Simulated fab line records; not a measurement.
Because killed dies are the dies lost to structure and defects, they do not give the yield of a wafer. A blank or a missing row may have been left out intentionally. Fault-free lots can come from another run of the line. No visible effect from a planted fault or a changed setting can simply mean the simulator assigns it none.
fab line records	flow nand-harc
[record] lots = 5	wafers = 15	last-day = 24
route steps=1159 shown P_GATE@126 END@1159
lots that met no fault: from a run of the same line without faults
start-h: hours from the record's first day to the start of the lot's first wafer shown	wait-h: time in hours since the lot's previous step	" the same as in the row above	L1.1+2: one row covering several wafers at once	- value missing, or start not given	* or withheld: withheld	< > ~ a bound
route shown NAME@n: NAME is a module with steps in the file, n the number in the route of the first one	usual: mean and standard deviation over wafers with no fault	same: alike in all rows	chamber/n: place in a boat	sites: the reading at each site	_std_site: how widely they spread, as a standard deviation	_edge_site: mean of outer sites minus mean of inner sites	radius-mm: how far each site lies from the wafer's centre	mask NAME#n: copy n	behind: tool/chamber where the wafer was last shaped	hold: why the lot was held/for how many hours/how that ended	device: the transistor (n, p or np) that didn't switch	end of line: at the end of the route, the tests of the same wafers	a step with no rows: only its recipe	killed: dies that structure and defects cost at the first sort, which is not the same as the wafer's yield	map: the dies of a wafer, with x for killed, . for not killed, _ for no die there
set.NAME: the run value of the setting; set.NAME@STEP: its run value at that earlier step	model.NAME: the simulator's own value behind a step, which no gauge read
a table for each step, a row for each wafer; lots at some steps of the route
services: when a tool's chamber went out of use (start-h, in hours from the record's first day, below 0 if earlier), for how many hours, and the reason
[[steps]]
[step NHARC_P_GATE_STRIP_15]
[recipe] time-s = 780	temp-c = 130	chemistry = SPM
[step NHARC_P_GATE_PRECLEAN_71]
[recipe] time-s = *	temp-c = 50	bath-age-min = 0	chemistry = SC1
[step NHARC_P_GATE_SRD_72]
[step NHARC_P_GATE_OXIDE_16]
[recipe] target-thk-a = 30	temp-c = 875	ox-time-s = 392	material = SiO2
[step NHARC_P_GATE_CVD_17]
[recipe] target-thk-a = 1500	temp-c = 620	time-s = 900	material = poly-Si
[step NHARC_P_GATE_HM_DEP_102]
[recipe] target-thk-a = 1200	temp-c = 400	material = aC
[usual] susceptor-temp-C = 400.02/0.24	throttle-valve-pct = 35.000/0.0092
lot.wafer	tool	chamber	start-h	wait-h	susceptor-temp-C	throttle-valve-pct
L539.1	acl-dep-02	0	91.27	1.8	400.23	35.004
L539.3	"	0	"	"	399.86	35.004
L539.5	"	0	"	"	400.16	34.987
L547.3	acl-dep-03	0	131.88	0.6	400.34	35.002
L547.5	"	0	"	"	400.23	35.004
L547.6	"	0	"	"	400.26	34.994
L555.2	acl-dep-01	0	186.16	4.1	-	35.005
L555.3	"	0	"	"	-	34.987
L555.4	"	0	"	"	-	34.996
L559.1	acl-dep-02	0	205.45	1.9	-	35.017
L559.3	"	0	"	"	-	35.012
L559.6	"	0	"	"	-	34.998
L560.2	acl-dep-03	0	216.27	0.8	400.26	34.992
L560.3	"	0	"	"	400.25	34.981
L560.6	"	0	"	"	400.46	35.009
[step NHARC_P_GATE_DEP_103]
[recipe] target-thk-a = 300	target-thk-nm = 30	temp-c = 400	flow-sccm = 200	rf-w = 350	material = SiON
[usual] heater-power-w = 741/69	susceptor-temp-C = 400.02/0.23
lot.wafer	tool	chamber	start-h	wait-h	heater-power-w	since-wet-clean-h	susceptor-temp-C
L539.1	pecvd-04	2	92.00	0.6	713	65	399.80
L539.3	"	0	"	"	763	65	399.84
L539.5	"	0	"	"	745	-	399.94
L547.3	pecvd-04	0	132.39	0.4	677	105	399.69
L547.6	"	1	"	"	724	-	399.65
L547.5	"	2	"	"	690	-	400.16
L555.2	pecvd-02	1	186.71	0.4	787	20	399.81
L555.3	"	0	"	"	752	21	400.14
L555.4	"	1	"	"	799	-	399.93
L559.3	pecvd-02	0	206.20	0.4	707	40	400.18
L559.1	"	1	"	"	779	40	400.42
L559.6	"	1	"	"	771	-	400.08
L560.2	pecvd-04	0	216.85	0.5	786	9	400.23
L560.3	"	1	"	"	780	9	400.07
L560.6	"	0	"	"	803	-	400.31
[step NHARC_P_GATE_DEHYDRATE_18]
[recipe] temp-c = 150	time-s = 120
[step NHARC_P_GATE_HMDS_19]
[recipe] time-s = 30
[step NHARC_P_GATE_COAT_20]
[recipe] spin-rpm = 1500	resist-thk-nm = 90
[step NHARC_P_GATE_SOFTBAKE_21]
[recipe] temp-c = 105	time-s = 55
[step NHARC_P_GATE_EBR_22]
[step NHARC_P_GATE_EXPOSE_23]
[recipe] na = 1.35	target-cd-nm = 120	dose-mj = 93.91	mask-id = P_GATE
lot.wafer	tool	chamber	start-h	wait-h	mask
L539.1+3+5	arfi-scanner-01	0	92.39	-	P_GATE#0
L547.3+5+6	arfi-scanner-02	0	132.89	-	P_GATE_R1#0
L555.2+3+4	arfi-scanner-03	0	187.25	-	P_GATE#0
L559.1+3+6	arfi-scanner-02	0	206.62	-	P_GATE#0
L560.2+3+6	arfi-scanner-02	0	217.25	-	P_GATE#0
[step NHARC_P_GATE_PEB_24]
[recipe] peb-temp-c = 100	peb-time-s = 65
[step NHARC_P_GATE_DEVELOP_25]
[recipe] develop-time-s = 35	dev-temp-c = 23
[step NHARC_P_GATE_CD_MEAS_26]
[recipe] target-cd-nm = 120	landing-energy-ev = 500
[usual] cd-nm = 120.1/0.63
lot.wafer	tool	chamber	start-h	wait-h	cd-nm
L539.1	cd-sem-01	0	92.53	-	120.6
L539.3	"	0	"	"	119.8
L539.5	"	0	"	"	120.3
L547.3	cd-sem-03	0	133.02	-	106.0
L547.5	"	0	"	"	106.2
L547.6	"	0	"	"	105.1
L555.2	cd-sem-02	0	187.41	-	119.5
L555.3	"	0	"	"	119.3
L555.4	"	0	"	"	119.2
L559.1	cd-sem-03	0	206.77	-	121.4
L559.3	"	0	"	"	120.7
L559.6	"	0	"	"	120.7
L560.2	cd-sem-02	0	217.39	-	120.7
L560.3	"	0	"	"	120.6
L560.6	"	0	"	"	120.0
[step NHARC_P_GATE_OVL_MEAS_27]
[usual] overlay-x-nm = 0.4/0.72	overlay-y-nm = 0.3/0.87
lot.wafer	tool	chamber	start-h	wait-h	overlay-x-nm	overlay-y-nm
L539.1	overlay-01	-	92.61	-	1.3	0.3
L539.3	"	-	"	"	1.5	-0.2
L539.5	"	-	"	"	1.3	-0.1
L547.3	overlay-01	-	133.11	-	0.3	0.2
L547.5	"	-	"	"	0.9	0.3
L547.6	"	-	"	"	0.9	0.4
L555.2	overlay-02	-	187.49	-	1.3	-1.7
L555.3	"	-	"	"	0.8	-1.1
L555.4	"	-	"	"	1.8	-1.0
L559.1	overlay-01	-	206.86	-	1.5	-0.6
L559.3	"	-	"	"	0.9	0.2
L559.6	"	-	"	"	1.3	-0.4
L560.2	overlay-02	-	217.47	-	-0.4	-1.5
L560.3	"	-	"	"	-0.7	-1.3
L560.6	"	-	"	"	-0.4	-1.2
[step NHARC_P_GATE_INSPECT_28]
[usual] raw-defect-count = 5.9/2.8
lot.wafer	tool	chamber	start-h	wait-h	raw-defect-count
L539.1	defect-inspect-01	-	92.65	0.0	2
L539.3	"	-	"	"	9
L539.5	"	-	"	"	2
L547.3	defect-inspect-01	-	133.14	0.0	5
L547.5	"	-	"	"	5
L547.6	"	-	"	"	2
L555.2	defect-inspect-02	-	187.53	0.0	10
L555.3	"	-	"	"	10
L555.4	"	-	"	"	2
L559.1	defect-inspect-01	-	206.89	0.0	5
L559.3	"	-	"	"	6
L559.6	"	-	"	"	5
L560.2	defect-inspect-02	-	217.51	0.0	6
L560.3	"	-	"	"	8
L560.6	"	-	"	"	7
[step NHARC_P_GATE_DESCUM_31]
[recipe] time-s = 3	o2-flow-sccm = 200	ar-flow-sccm = 0	bias-power-w = 0	chemistry = O2
[usual] drypump-motor-current-A = 5.7/0.45	mfc-ar-sccm = 0.008/0.0098	o2-flow-sccm = 200.0/0.55	oes-product-au = 1.003/0.013	rf-vpp-V = 57.8/0.76	showerhead-plenum-p-Torr = 1.92/0.047	throttle-valve-pct = 11.311/0.0088
[same] time-s = 3
lot.wafer	tool	chamber	start-h	wait-h	drypump-motor-current-A	mfc-ar-sccm	o2-flow-sccm	oes-product-au	rf-hours-counter-h	rf-vpp-V	showerhead-plenum-p-Torr	throttle-valve-pct	model.P_GATE.cd-nm
L539.1	rie-diel-13	1	92.71	0.1	6.1	0.007	200.8	0.998	33	57.4	1.91	11.307	120.6
L539.3	"	3	"	"	5.1	0.026	200.9	1.003	31	56.9	1.89	11.304	119.9
L539.5	"	2	"	"	6.2	0	199.9	1.025	-	58.7	1.98	11.301	120.8
L547.3	rie-diel-13	2	133.24	0.1	6.1	0	200.0	1.028	5	59.1	1.98	11.313	105.6
L547.5	"	2	"	"	6.1	0	200.8	1.024	-	57.1	1.98	11.320	105.7
L547.6	"	3	"	"	5.1	0.026	200.2	1.013	-	58.4	1.88	11.310	104.8
L555.4	rie-diel-11	1	187.59	0.1	5.4	0	199.7	0.989	56	57.7	1.82	11.319	119
L555.3	"	2	"	"	6.0	0	200.2	0.986	58	58.0	1.98	11.323	119.5
L555.2	"	3	"	"	5.0	0.011	200.4	0.983	60	57.8	1.90	11.304	119
L559.1	rie-diel-13	0	206.95	0.1	5.6	0.002	198.7	1.008	19	58.0	1.93	11.295	121.3
L559.3	"	3	"	"	5.1	0.026	200.4	1.005	19	57.6	1.88	11.312	120.1
L559.6	"	0	"	"	5.6	0.002	199.0	1.014	-	57.7	1.93	11.310	121.1
L560.2	rie-diel-13	1	217.58	0.1	6.1	0.007	200.2	0.983	20	57.0	1.90	11.284	120.3
L560.3	"	3	"	"	5.1	0.026	200.3	1.003	20	57.6	1.88	11.321	119.7
L560.6	"	0	"	"	5.6	0.002	200.9	1.005	-	58.0	1.93	11.298	119.8
[step NHARC_P_GATE_ETCH_104]
[recipe] target-depth-a = 600	time-s = withheld	cf4-flow-sccm = 100	chf3-flow-sccm = 30	ar-flow-sccm = 0	rf-w = 500	bias-w = 200	chemistry = CF4/CHF3
[usual] drypump-motor-current-A = 5.7/0.46	mfc-ar-sccm = 0.008/0.01	oes-product-au = 0.943/0.023	rf-vpp-V = 370.9/1.5	showerhead-plenum-p-Torr = 1.58/0.037	throttle-valve-pct = 16.803/0.0088
lot.wafer	tool	chamber	start-h	wait-h	drypump-motor-current-A	mfc-ar-sccm	oes-product-au	rf-vpp-V	showerhead-plenum-p-Torr	throttle-valve-pct
L539.3	rie-diel-13	3	92.80	0.1	5.0	0.026	0.926	369.3	1.55	16.816
L539.1	"	1	"	"	6.1	0.007	0.920	370.8	1.57	16.809
L539.5	"	2	"	"	6.1	0	0.947	372.5	1.63	16.819
L547.3	rie-diel-13	0	133.38	0.1	5.6	0.002	0.933	370.1	1.59	16.806
L547.5	"	3	"	"	5.1	0.026	0.924	370.2	1.55	16.804
L547.6	"	0	"	"	5.6	0.002	0.934	370.7	1.59	16.793
L555.3	rie-diel-11	2	187.68	0.1	6.0	0	0.968	371.7	1.63	16.796
L555.4	"	3	"	"	5.0	0.011	0.983	371.3	1.57	16.798
L555.2	"	1	"	"	5.3	0	0.951	369.1	1.50	16.800
L559.1	rie-diel-13	1	207.12	0.2	6.1	0.007	0.937	370.7	1.57	16.810
L559.3	"	2	"	"	6.1	0	0.965	373.7	1.62	16.813
L559.6	"	1	"	"	6.1	0.007	0.933	371.8	1.57	16.803
L560.3	rie-diel-13	3	217.66	0.1	5.0	0.026	0.931	369.6	1.55	16.818
L560.2	"	1	"	"	6.1	0.007	0.908	370.9	1.57	16.809
L560.6	"	2	"	"	6.1	0	0.937	372.2	1.62	16.811
[step NHARC_P_GATE_HM_OPEN_105]
[recipe] target-depth-a = 3600	o2-flow-sccm = 400	cos-flow-sccm = 20	ar-flow-sccm = 0	rf-w = 500	bias-w = 300	chemistry = O2/COS
[usual] drypump-motor-current-A = 5.7/0.47	mfc-ar-sccm = 0.008/0.0098	o2-flow-sccm = 400.0/1.2	oes-product-au = 1.004/0.012	rf-vpp-V = 467.5/1.7	showerhead-plenum-p-Torr = 3.14/0.072	throttle-valve-pct = 28.330/0.0087
lot.wafer	tool	chamber	start-h	wait-h	drypump-motor-current-A	mfc-ar-sccm	o2-flow-sccm	oes-product-au	rf-hours-counter-h	rf-vpp-V	showerhead-plenum-p-Torr	throttle-valve-pct
L539.3	rie-diel-13	2	-	-	6.2	0	399.6	1.016	23	468.1	3.23	28.333
L539.1	"	3	"	"	5.1	0.026	401.3	0.984	31	466.5	3.08	28.330
L539.5	"	0	"	"	5.6	0.002	401.7	1.000	-	467.4	3.16	28.329
L547.3	rie-diel-13	3	-	-	5.0	0.026	400.2	0.999	5	466.7	3.08	28.340
L547.6	"	0	"	"	5.6	0.002	398.9	1.007	-	467.9	3.15	28.322
L547.5	"	1	"	"	6.1	0.007	401.1	0.981	-	466.8	3.11	28.329
L555.2	rie-diel-11	0	-	-	6.0	0.001	399.1	1.018	56	467.9	3.13	28.328
L555.3	"	1	"	"	5.3	0	401.8	0.989	56	465.1	2.98	28.321
L555.4	"	2	"	"	6.0	0	401.1	1.002	58	469.0	3.23	28.336
L559.1	rie-diel-13	3	-	-	5.1	0.026	400.1	1.009	19	465.1	3.07	28.327
L559.3	"	1	"	"	6.1	0.007	398.5	0.997	19	468.3	3.11	28.315
L559.6	"	0	"	"	5.6	0.002	399.9	1.017	-	468.0	3.15	28.337
L560.3	rie-diel-13	2	-	-	6.2	0	401.6	1.009	20	468.1	3.21	28.344
L560.2	"	1	"	"	6.1	0.007	398.7	0.968	20	466.4	3.11	28.328
L560.6	"	2	"	"	6.1	0	400.0	0.995	-	468.6	3.21	28.346
[step NHARC_P_GATE_STRIP_106]
[recipe] o2-flow-sccm = 400	cos-flow-sccm = 20	ar-flow-sccm = 0	bias-w = 0	chemistry = O2/COS
[step NHARC_P_GATE_ETCH_114]
[recipe] target-depth-a = 300	overetch-a = 30	time-s = 16.5	ion-energy-ev = 100	cf4-flow-sccm = 80	o2-flow-sccm = 20	ar-flow-sccm = 0	rf-w = 300	bias-w = 100	chemistry = CF4/O2
[usual] drypump-motor-current-A = 5.7/0.45	mfc-ar-sccm = 0.008/0.01	o2-flow-sccm = 20.00/0.05	oes-product-au = 1.004/0.012	rf-vpp-V = 197.9/0.98	showerhead-plenum-p-Torr = 1.34/0.032	throttle-valve-pct = 13.397/0.0096
[same] time-s = 16.5
lot.wafer	tool	chamber	start-h	wait-h	drypump-motor-current-A	mfc-ar-sccm	o2-flow-sccm	oes-product-au	rf-hours-counter-h	rf-vpp-V	showerhead-plenum-p-Torr	throttle-valve-pct
L539.1	rie-diel-13	1	-	-	6.1	0.007	20.02	0.986	33	198.9	1.33	13.399
L539.3	"	0	"	"	5.6	0.002	19.97	1.006	30	197.3	1.35	13.403
L539.5	"	2	"	"	6.2	0	20.06	1.022	-	198.5	1.38	13.397
L547.3	rie-diel-13	3	-	-	5.1	0.026	19.95	1.010	5	196.9	1.31	13.398
L547.5	"	2	"	"	6.2	0	19.99	1.012	-	198.3	1.38	13.398
L547.6	"	3	"	"	5.1	0.026	19.92	1.016	-	199.2	1.31	13.405
L555.3	rie-diel-11	1	-	-	5.4	0	20.00	0.994	56	197.8	1.27	13.396
L555.2	"	3	"	"	5.0	0.011	19.86	0.985	60	196.9	1.33	13.407
L555.4	"	0	"	"	6.0	0.001	19.87	1.015	56	195.3	1.34	13.407
L559.1	rie-diel-13	0	-	-	5.6	0.002	20.07	1.002	19	197.2	1.35	13.390
L559.3	"	1	"	"	6.1	0.007	20.06	0.993	19	198.3	1.33	13.398
L559.6	"	3	"	"	5.0	0.026	20.05	0.992	-	197.7	1.31	13.392
L560.3	rie-diel-13	3	-	-	5.1	0.026	19.99	0.992	20	196.2	1.31	13.398
L560.2	"	2	"	"	6.2	0	19.91	1.013	20	199.6	1.38	13.405
L560.6	"	0	"	"	5.6	0.002	20.01	1.003	-	196.7	1.35	13.400
[step NHARC_P_GATE_ETCH_32]
[recipe] target-depth-a = 1500	over-etch-frac = 1	over-etch-ion-energy-ev = 40	time-s = 100.1	hbr-flow-sccm = 150	cl2-flow-sccm = 50	rf-w = 400	icp-w = 400	bias-w = 100	chemistry = HBr/Cl2
[usual] drypump-motor-current-A = 5.6/0.42	oes-product-au = 0.996/0.0081	throttle-valve-pct = 26.406/0.0092
[same] time-s = 100.1
lot.wafer	tool	chamber	start-h	wait-h	drypump-motor-current-A	oes-product-au	rf-hours-counter-h	throttle-valve-pct	model.P_GATE.cd-nm
L539.3	rie-si-03	3	93.25	-	5.5	0.993	1.0	26.398	117.5
L539.1	"	0	"	"	5.4	0.987	1.1	26.407	121.4
L539.5	"	1	"	"	5.7	1.001	-	26.406	122.5
L547.3	rie-si-03	0	133.77	-	5.4	0.994	1.4	26.420	111.2
L547.5	"	0	"	"	5.4	1.004	-	26.408	108
L547.6	"	1	"	"	5.7	0.998	-	26.417	106.4
L555.3	rie-si-03	1	188.14	-	5.7	0.995	0.3	26.402	125.5
L555.4	"	2	"	"	5.3	0.976	0.2	26.412	117.1
L555.2	"	0	"	"	5.4	0.998	0.3	26.411	119.5
L559.1	rie-si-06	1	207.51	-	5.8	1.008	0.1	26.417	124.7
L559.3	"	2	"	"	4.7	0.998	0.1	26.405	115.6
L559.6	"	1	"	"	5.7	1.002	-	26.390	122.5
L560.2	rie-si-06	0	218.03	-	5.7	0.983	0.3	26.402	119.1
L560.3	"	2	"	"	4.8	0.999	0.2	26.404	121.8
L560.6	"	1	"	"	5.8	1.007	-	26.396	122.5
[step NHARC_P_GATE_STRIP_108]
[recipe] o2-flow-sccm = 500	ar-flow-sccm = 0	bias-w = 0	chemistry = O2
[step NHARC_END_SORT_01]
[recipe] temp-c = 25
[usual] killed-at-array = 27/8.8	killed-at-other = 0.4/0.82	killed-at-periphery = 3.1/2.1	killed-dies = 31/8.8	killed-open = 3.3/2	killed-short = 2.0/1.4
[same] gross-dies = 677
lot.wafer	tool	chamber	start-h	wait-h	killed-at-array	killed-at-other	killed-at-periphery	killed-dies	killed-open	killed-short
L547.3	prober-01	0	491.79	3.1	28	0	3	31	2	3
L547.5	prober-01	0	493.35	3.6	38	0	6	44	6	2
L547.6	prober-01	0	494.13	3.9	31	0	18	49	3	5
L555.4	prober-01	0	519.49	3.4	34	0	3	37	4	1
// killed by level:class
L547.3 A_SLIT:chamber-film-flake=11 A_SGD_CUT:chamber-film-flake=4 A_STAIRCASE:chamber-film-flake=4 A_CHANNEL_HOLE_D1:chamber-film-flake=2 A_CONTACT:chamber-film-flake=2 P_GATE:area-expose=2 P_CONTACT:geometric-particle:short=1 A_ONON_D1:geometric-particle:short=1
L547.5 A_SLIT:chamber-film-flake=15 A_CHANNEL_HOLE_D1:chamber-film-flake=7 A_CONTACT:chamber-film-flake=5 P_GATE:area-expose=3 P_CONTACT:geometric-particle:short=2 A_WL_FILL:geometric-particle:open=2 A_CHANNEL_FILL_D1:chamber-film-flake=2 P_GATE:geometric-particle:open=1
L547.6 P_GATE:area-expose=18 A_SLIT:chamber-film-flake=12 A_CHANNEL_HOLE_D1:chamber-film-flake=4 A_CONTACT:chamber-film-flake=3 A_ONON_D1:geometric-particle:short=2 A_SOURCE_PLATE:geometric-particle:open=1 A_ONON_D1:geometric-particle:open=1 A_WL_FILL:geometric-particle:short=1
L555.4 A_SLIT:chamber-film-flake=17 A_CONTACT:chamber-film-flake=8 A_CONTACT:geometric-particle:open=2 P_GATE:chamber-film-flake=2 A_STAIRCASE:chamber-film-flake=2 A_CHANNEL_FILL_D1:geometric-particle:short=1 A_CHANNEL_FILL_D1:geometric-particle:open=1 A_M0:geometric-particle:open=1
[[services]]
tool	chamber	start-h	hours	kind
rie-diel-13	0	78.12	-	clean
arfi-scanner-02	-	84.00	4.0	pm
rie-diel-11	3	84.31	1.8	repair
rie-diel-11	0	90.82	5.3	repair
rie-diel-13	-	99.00	9.0	pm
pecvd-02	0	101.32	23.9	repair
acl-dep-01	-	111.00	13.0	pm
rie-diel-11	2	115.21	4.2	repair
rie-diel-11	-	116.17	0.1	repair
arfi-scanner-03	-	140.00	4.0	pm
arfi-scanner-03	-	146.28	0.5	repair
pecvd-02	-	153.24	13.0	pm
rie-si-03	-	155.00	9.0	pm
arfi-scanner-01	-	164.04	2.2	repair
acl-dep-02	-	169.33	13.0	pm
pecvd-02	-	170.52	0.4	repair
arfi-scanner-01	-	175.78	2.1	repair
rie-si-06	-	183.00	9.0	pm
rie-diel-11	-	190.85	9.0	pm
pecvd-04	-	195.00	13.0	pm
arfi-scanner-01	-	200.64	4.0	pm
arfi-scanner-02	-	204.83	0.4	repair
pecvd-02	0	207.03	5.3	repair
pecvd-02	-	211.36	0.4	repair
[[key]]
[first-sign] step = NHARC_P_GATE_EXPOSE_23	reading = mask	direction = changed
[effect] step = NHARC_P_GATE_CD_MEAS_26	reading = cd-nm	direction = down	sigmas = 23	usual = 120.1	struck = 105.7
[effect] step = NHARC_END_SORT_01	reading = killed-at-periphery	direction = up	sigmas = 2.8	usual = 3.1	struck = 9	wafers-moved = 1
[model-effect] step = NHARC_P_GATE_DESCUM_31	value = P_GATE.cd-nm	without = 119.9	struck = 105.4
[model-effect] step = NHARC_P_GATE_ETCH_32	value = P_GATE.cd-nm	without = 123.1	struck = 108.6
met-at NHARC_P_GATE_EXPOSE_23
struck-wafers L547.3,L547.5,L547.6
tester-left-out L547
[fault] kind = wrong-mask	tool = any	chamber = -	onset-h = 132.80	steps = NHARC_P_GATE_EXPOSE_23	aux-copy = P_GATE_R1#0	cd-offset-nm = -14.572	scope = struck-lots-only
// tester-left-out: of these lots the tester's yield and bins aren't shown, on N5 and GAA mostly nor the transistor test; their killed dies are dies lost to structure and defects alone, not to doping, threshold or leakage, so they don't give the yield
